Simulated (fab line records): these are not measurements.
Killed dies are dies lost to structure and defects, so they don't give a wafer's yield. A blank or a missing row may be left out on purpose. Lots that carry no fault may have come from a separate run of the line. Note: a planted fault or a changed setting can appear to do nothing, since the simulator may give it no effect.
fab line records | flow nandHarc
[record] lots = 13 wafers = 38 lastDay = 35
route steps=1302 shown A_CHANNEL_HOLE_D1@463 A_CHANNEL_FILL_D1@508 A_DECK1_JOINT@518 A_ONON_D2@547 END@1302
lots that met no fault: from a run of the same line without faults
startH: the number of hours between the record's first day and the start of the first shown wafer of the lot | waitH: hours since the lot's step before | " identical to the entry in the row above | L1.1+2: one row covering several wafers at once | - no value, or no start given | * or withheld: withheld | < > ~ a bound
route shown NAME@n: names a module that has steps shown in the file, with the first one's number in the route | usual: mean/standard deviation taken from wafers without a fault | same: alike in all rows | chamber/n: place in a boat | sites: the reading at each site | _std_site: standard deviation across them | _edge_site: the outer-site mean with the inner-site mean subtracted | radiusMm: how far each site lies from the wafer's centre | mask NAME#n: copy n | behind: tool/chamber where the wafer was last shaped | hold: why the lot went on hold/how many hours it stayed there/how the hold came to an end | device: the transistor (n, p or np) that didn't switch | end of line: at the end of the route, the tests of the same wafers | for a step that has no rows: nothing shown but its recipe | killed: not the wafer's yield, but the dies lost to structure and defects at the first sort | map: a wafer's dies, marking killed ones x, the rest . and places with no die _
set.NAME: the run value of the setting; set.NAME@STEP: its run value at that earlier step | model.NAME: the simulator's own value behind a step, which no gauge read
one table for each step of the route and one row for each wafer, over a sample of lots
services: a tool's chamber out of use, with start hour (startH, from the record's first day; less than 0 if before it), hours out, and reason
[[steps]]
[step NHARC_A_CHANNEL_HOLE_D1_OVL_MEAS_11]
[usual] overlayXNm = 0.0/0.5 overlayYNm = 0.2/0.81
// columns lot.wafer tool chamber startH waitH overlayXNm overlayYNm
L271.3 overlay-02 - 186.76 - 0.5 0.7
L271.4 " - " " 0.5 0.9
L271.6 " - " " 0.4 1.5
L270.2 overlay-01 - 187.40 - 0.2 -0.5
L270.5 " - " " 0.2 -0.2
L270.6 " - " " 0.6 0.0
L275.2 overlay-01 - 230.73 - -0.2 -0.3
L275.5 " - " " 0.1 -0.5
L278.1 overlay-01 - 270.62 - 0.5 0.0
L278.2 " - " " 0.3 0.5
L278.6 " - " " 0.0 0.4
L285.1 overlay-02 - 320.46 - -0.3 -0.9
L285.5 " - " " -0.7 -1.1
L285.6 " - " " -0.5 -0.6
L284.1 overlay-01 - 321.53 - 0.5 1.2
L284.2 " - " " 0.7 0.7
L284.4 " - " " 0.9 1.1
L287.1 overlay-01 - 349.56 - -0.3 -0.4
L287.4 " - " " -0.3 0.1
L287.5 " - " " 0.0 -1.0
L288.1 overlay-02 - 369.55 - 0.2 0.3
L288.3 " - " " 0.3 0.6
L288.5 " - " " 0.3 0.3
L289.3 overlay-02 - 371.64 - -0.3 1.1
L289.5 " - " " 0.0 0.3
L289.6 " - " " -0.2 0.6
L290.2 overlay-01 - 379.91 - -0.4 0.2
L290.4 " - " " -1.3 -0.6
L290.5 " - " " -0.7 0.0
L292.2 overlay-01 - 391.73 - -0.5 0.2
L292.3 " - " " -0.4 0.7
L292.5 " - " " -0.6 1.2
L291.3 overlay-02 - 392.82 - -1.0 -0.3
L291.5 " - " " -1.0 -0.6
L291.6 " - " " -0.6 0.1
L293.2 overlay-01 - 409.70 - 0.0 -0.1
L293.3 " - " " -0.4 0.0
L293.4 " - " " -0.4 0.5
[step NHARC_A_CHANNEL_FILL_D1_ETCHBACK_08]
[recipe] targetDepthA = 2200 timeS = 110 c4f8FlowSccm = 20 arFlowSccm = withheld rfW = 600 biasW = 300 chemistry = C4F8
[usual] oesProductAu = 0.95/0.036 rfVppV = 441/3.5
// columns lot.wafer tool chamber startH waitH oesProductAu rfHoursCounterH rfVppV
L271.3 rieDiel-13 0 - - 0.99 4 439
L271.4 " 1 " " 1.00 4 436
L271.6 " 0 " " 0.99 - 440
L270.2 rieDiel-02 0 - - 1.00 0 444
L270.6 " 3 " " 1.00 - 445
L270.5 " 0 " " 1.00 - 444
L275.2 rieDiel-02 2 - - 0.97 1 444
L275.5 " 2 " " 0.98 - 445
L278.2 rieDiel-03 2 - - 0.99 1 438
L278.1 " 1 " " 0.98 2 444
L278.6 " 3 " " 0.99 - 436
L284.1 rieDiel-13 0 - - 1.00 2 438
L284.2 " 2 " " 1.00 2 437
L284.4 " 3 " " 1.01 - 437
L285.1 rieDiel-03 3 - - 0.92 4 435
L285.6 " 1 " " 0.92 - 443
L285.5 " 2 " " 0.92 - 440
L287.1 rieDiel-03 2 - - 1.00 4 438
L287.5 " 2 " " 0.99 - 439
L287.4 " 1 " " 0.99 - 443
L288.1 rieDiel-13 0 - - 1.00 8 439
L288.3 " 2 " " 1.00 8 437
L288.5 " 2 " " 1.02 - 437
L289.3 rieDiel-03 2 - - 0.92 5 439
L289.5 " 3 " " 0.91 - 437
L289.6 " 0 " " 0.93 - 437
L290.4 rieDiel-02 1 - - 0.99 1 443
L290.2 " 2 " " 0.98 1 444
L290.5 " 1 " " 0.99 - 443
L291.3 rieDiel-03 0 - - 0.93 8 435
L291.6 " 2 " " 0.91 - 439
L291.5 " 3 " " 0.92 - 436
L292.3 rieDiel-02 0 - - 0.92 2 443
L292.2 " 1 " " 0.93 2 444
L292.5 " 0 " " 0.91 - 444
L293.4 rieDiel-13 3 - - 0.93 8 438
L293.3 " 0 " " 0.93 11 437
L293.2 " 1 " " 0.93 3 438
[step NHARC_A_DECK1_JOINT_ETCHBACK_07]
[recipe] targetDepthA = 1050 timeS = 26.9 hbrFlowSccm = 150 rfW = 350 icpW = 350 biasW = 60 chemistry = HBr
[usual] drypumpMotorCurrentA = 5.9/0.47 oesProductAu = 0.997/0.009 throttleValvePct = 23.265/0.0097
// columns lot.wafer tool chamber startH waitH drypumpMotorCurrentA oesProductAu rfHoursCounterH throttleValvePct
L271.3 rieSi-04 0 242.69 0.1 6.4 1.022 0.5 23.269
L271.4 " 2 " " 6.5 0.999 0.4 23.278
L271.6 " 3 " " 5.6 1.006 - 23.254
L270.2 rieSi-03 0 242.70 0.1 6.4 0.989 0.0 23.265
L270.6 " 2 " " 5.7 0.996 - 23.278
L270.5 " 3 " " 5.8 0.984 - 23.282
L275.2 rieSi-02 1 286.45 0.1 5.4 0.993 0 23.263
L275.5 " 2 " " 6.2 0.982 - 23.252
L278.2 rieSi-03 1 327.05 0.1 6.1 0.995 0.6 23.259
L278.1 " 2 " " 5.7 0.994 0.6 23.264
L278.6 " 0 " " 6.4 1.002 - 23.256
L284.1 rieSi-02 2 376.53 0.1 6.1 0.995 0.6 23.288
L284.2 " 3 " " 5.6 1.007 0.6 23.276
L284.4 " 0 " " 4.9 0.998 0.5 23.259
L285.1 rieSi-03 2 376.56 0.1 5.7 0.998 1.1 23.283
L285.6 " 3 " " 5.8 0.991 - 23.271
L285.5 " 0 " " 6.5 1.004 - 23.263
L287.4 rieSi-04 1 405.88 0.1 5.3 0.995 0.3 23.278
L287.1 " 3 " " 5.6 0.992 0.4 23.261
L287.5 " 2 " " 6.5 1.017 - 23.264
L288.1 rieSi-02 0 427.29 0.1 4.9 1.003 0.8 23.257
L288.3 " 2 " " 6.2 1.001 1.0 23.262
L288.5 " 0 " " 4.9 1.001 - 23.267
L289.3 rieSi-03 2 427.31 0.1 5.7 1.005 0.1 23.259
L289.5 " 0 " " 6.5 0.991 - 23.260
L289.6 " 1 " " 6.2 1.002 - 23.273
L290.2 rieSi-03 1 438.63 0.1 6.1 0.999 0.2 23.252
L290.4 " 3 " " 5.8 0.985 0.2 23.271
L290.5 " 0 " " 6.5 0.986 - 23.266
L292.2 rieSi-04 0 453.23 0.1 6.3 0.990 0.6 23.276
L292.3 " 1 " " 5.3 0.983 0.6 23.261
L292.5 " 1 " " 5.3 0.988 - 23.262
L291.3 rieSi-03 2 453.26 0.1 5.7 0.999 0.2 23.276
L291.6 " 3 " " 5.8 0.986 - 23.262
L291.5 " 0 " " 6.5 0.987 - 23.265
L293.4 rieSi-04 1 467.62 0.1 5.3 0.981 0.7 23.263
L293.3 " 3 " " 5.6 0.989 0.8 23.261
L293.2 " 0 " " 6.4 1.006 0.8 23.267
[step NHARC_A_ONON_D2_DEP_03]
[recipe] targetThkA = 10000 n2FlowSccm = 2750 n2oFlowSccm = 2000 nh3FlowSccm = 500 sih4FlowSccm = 210 tempC = 400
[usual] nh3FlowSccm = 499.9/1.5
// columns lot.wafer tool chamber startH waitH nh3FlowSccm
L270.2 pecvdOnon-02 0 276.80 0.1 500.7
L270.5 " 0 " " 498.8
L270.6 " 0 " " 498.2
L271.3 pecvdOnon-04 0 277.05 0.2 502.3
L271.4 " 0 " " 500.8
L271.6 " 0 " " 500.4
L275.2 pecvdOnon-04 0 343.26 0.3 501.6
L275.5 " 0 " " 500.4
L278.1 pecvdOnon-04 0 364.96 0.1 499.5
L278.2 " 0 " " 501.3
L278.6 " 0 " " 500.6
L284.1 pecvdOnon-01 0 413.21 0.1 496.5
L284.2 " 0 " " 501.1
L284.4 " 0 " " 500.8
L285.1 pecvdOnon-02 0 413.38 0.1 501.3
L285.5 " 0 " " 501.0
L285.6 " 0 " " 501.4
L287.1 pecvdOnon-04 0 442.70 0.1 500.0
L287.4 " 0 " " 497.0
L287.5 " 0 " " 496.3
L288.1 pecvdOnon-04 0 462.89 0.1 499.9
L288.3 " 0 " " 499.2
L288.5 " 0 " " 500.8
L289.3 pecvdOnon-01 0 463.18 0.2 498.6
L289.5 " 0 " " 499.7
L289.6 " 0 " " 499.3
L290.2 pecvdOnon-02 0 477.68 0.1 501.3
L290.4 " 0 " " 499.8
L290.5 " 0 " " 499.3
L291.3 pecvdOnon-01 0 486.95 0.2 496.7
L291.5 " 0 " " 497.8
L291.6 " 0 " " 497.3
L292.2 pecvdOnon-02 0 486.97 0.1 499.4
L292.3 " 0 " " 501.0
L292.5 " 0 " " 500.9
L293.2 pecvdOnon-01 0 502.57 0.4 504.0
L293.3 " 0 " " 501.9
L293.4 " 0 " " 499.8
[step NHARC_A_ONON_D2_THK_MEAS_05]
[recipe] thkMeasGauge = ellipsometry
[usual] thkNm = 1005/8.2
// columns lot.wafer tool chamber startH waitH thkNm
L270.2 filmMetro-02 - 277.26 - 1008
L270.5 " - " " 1008
L270.6 " - " " 1010
L271.3 filmMetro-01 - 277.45 - 1014
L271.4 " - " " 1011
L271.6 " - " " 1014
L275.2 filmMetro-01 - 343.72 - 563
L275.5 " - " " 990
L278.1 filmMetro-02 - 365.47 - 1007
L278.2 " - " " 580
L278.6 " - " " 580
L284.1 filmMetro-01 - 413.71 - 1000
L284.2 " - " " 1000
L284.4 " - " " 1000
L285.1 filmMetro-02 - 413.89 - 1022
L285.5 " - " " 1022
L285.6 " - " " 1024
L287.1 filmMetro-02 - 443.21 - 999
L287.4 " - " " 999
L287.5 " - " " 999
L288.1 filmMetro-01 - 463.40 - 1000
L288.3 " - " " 998
L288.5 " - " " 1000
L289.3 filmMetro-02 - 463.58 - 1005
L289.5 " - " " 1004
L289.6 " - " " 1002
L290.2 filmMetro-02 - 478.13 - 1001
L290.4 " - " " 1001
L290.5 " - " " 1004
L291.3 filmMetro-01 - 487.34 - 1010
L291.5 " - " " 1007
L291.6 " - " " 1008
L292.2 filmMetro-01 - 487.42 - 1008
L292.3 " - " " 1008
L292.5 " - " " 1007
L293.2 filmMetro-02 - 503.02 - 1008
L293.3 " - " " 1006
L293.4 " - " " 1008
[step NHARC_END_SORT_01]
[recipe] tempC = 25
[usual] killedAtArray = 62/22 killedAtOther = 1.0/1.4 killedAtPeriphery = 4.2/2.8 killedDies = 67/23 killedOpen = 3.1/1.7 killedShort = 2.1/1.5
[same] grossDies = 677
// columns lot.wafer tool chamber startH waitH killedAtArray killedAtOther killedAtPeriphery killedDies killedOpen killedShort
L275.2 prober-01 0 630.54 2.8 674 0 3 677 3 1
L275.5 prober-01 0 632.94 3.7 83 1 2 86 3 1
L278.1 prober-02 0 653.89 2.5 80 0 4 84 6 5
L278.2 prober-02 0 654.69 2.8 675 0 2 677 1 3
L278.6 prober-02 0 657.88 4.0 672 3 2 677 3 1
// killed by level:class
L275.2 A_ONON_D2:areaDep=568 A_CHANNEL_HOLE_D2:chamberFilmFlake=32 A_SLIT:chamberFilmFlake=32 A_CHANNEL_HOLE_D1:chamberFilmFlake=30 A_CONTACT:chamberFilmFlake=7 P_M1:chamberFilmFlake=2 A_CHANNEL_HOLE_D1:geometricParticle:open=1 A_ONON_D2:geometricParticle:short=1
L275.5 A_SLIT:chamberFilmFlake=27 A_CHANNEL_HOLE_D2:chamberFilmFlake=26 A_CHANNEL_HOLE_D1:chamberFilmFlake=18 A_CONTACT:chamberFilmFlake=6 A_DECK1_JOINT:chamberFilmFlake=2 P_CONTACT:geometricParticle:open=1 A_DECK1_JOINT:geometricParticle:open=1 A_M0:geometricParticle:open=1
L278.1 A_CHANNEL_HOLE_D1:chamberFilmFlake=32 A_SLIT:chamberFilmFlake=28 A_CHANNEL_HOLE_D2:chamberFilmFlake=6 A_CONTACT:chamberFilmFlake=3 A_WL_FILL:geometricParticle:open=2 P_GATE:geometricParticle:open=1 P_CONTACT:geometricParticle:open=1 P_M0:geometricParticle:short=1
L278.2 A_ONON_D2:areaDep=595 A_CHANNEL_HOLE_D1:chamberFilmFlake=33 A_SLIT:chamberFilmFlake=23 A_CHANNEL_HOLE_D2:chamberFilmFlake=12 A_CONTACT:chamberFilmFlake=3 P_ZERO_WELL:chamberFilmFlake=2 A_WL_FILL:chamberFilmFlake=2 A_CHANNEL_FILL_D1:geometricParticle:short=1
L278.6 A_ONON_D2:areaDep=591 A_SLIT:chamberFilmFlake=32 A_CHANNEL_HOLE_D1:chamberFilmFlake=31 A_CHANNEL_HOLE_D2:chamberFilmFlake=12 A_CONTACT:chamberFilmFlake=3 THIN_TSV:chamberFilmFlake=2 P_CONTACT:geometricParticle:open=1 A_DECK1_JOINT:geometricParticle:open=1
[[services]]
// columns tool chamber startH hours kind
rieDiel-03 0 213.28 5.7 repair
rieDiel-03 1 214.60 5.0 repair
rieSi-03 - 221.00 9.0 pm
rieDiel-03 - 253.51 0.7 repair
rieSi-03 0 254.26 8.8 repair
pecvdOnon-01 - 269.00 13.0 pm
rieDiel-03 - 281.30 9.0 pm
rieDiel-13 2 289.96 13.4 repair
rieDiel-03 3 296.53 3.5 repair
rieDiel-03 2 304.64 5.4 repair
rieSi-03 3 308.52 10.6 repair
pecvdOnon-02 - 309.62 2.4 repair
pecvdOnon-04 - 311.39 13.0 pm
rieSi-03 2 316.02 7.8 repair
rieSi-04 2 318.98 4.1 repair
rieSi-04 3 321.14 4.5 repair
rieDiel-13 - 342.00 9.0 pm
rieDiel-03 2 354.60 2.1 repair
rieSi-03 - 398.00 9.0 pm
rieDiel-03 0 398.76 8.7 repair
rieSi-03 2 412.43 9.6 repair
rieSi-03 0 446.95 5.5 repair
rieDiel-03 - 458.30 9.0 pm
pecvdOnon-04 - 492.39 13.0 pm
[[key]]
[firstSign] step = NHARC_A_ONON_D2_THK_MEAS_05 reading = thkNm direction = down sigmas = 52 usual = 1005 struck = 574
[effect] step = NHARC_END_SORT_01 reading = killedAtArray direction = up sigmas = 27 usual = 62 struck = 674
[moreKillsBornAt] NHARC_A_ONON_D2_DEP_03@pecvdOnon-04 = 1754
metAt NHARC_A_ONON_D2_DEP_03
struckLots L275,L278
struckWafers L275.2,L278.2,L278.6
laterRowsLeftOut L275.2,L278.2,L278.6
testerLeftOut L275,L278
notActingAt NHARC_A_CHANNEL_HOLE_D1_OVL_MEAS_11,NHARC_A_CHANNEL_FILL_D1_ETCHBACK_08,NHARC_A_DECK1_JOINT_ETCHBACK_07
onsetBetween 277.05 343.26
[fault] kind = processParameterDrift tool = pecvdOnon-04 chamber = - onsetH = 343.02 steps = NHARC_A_ONON_D2_DEP_03 channel = targetThkA offset = * shape = step endH = 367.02 scope = struckWafersOnly actsIn = * stated = *
// testerLeftOut: of these lots the tester's yield and bins aren't shown, on N5 and GAA mostly nor the transistor test; their killed dies are dies lost to structure and defects alone, not to doping, threshold or leakage, so they don't give the yield
// laterRowsLeftOut: the simulator's readings of these wafers behind a module that went badly wrong aren't trusted and aren't shown, but for the sort
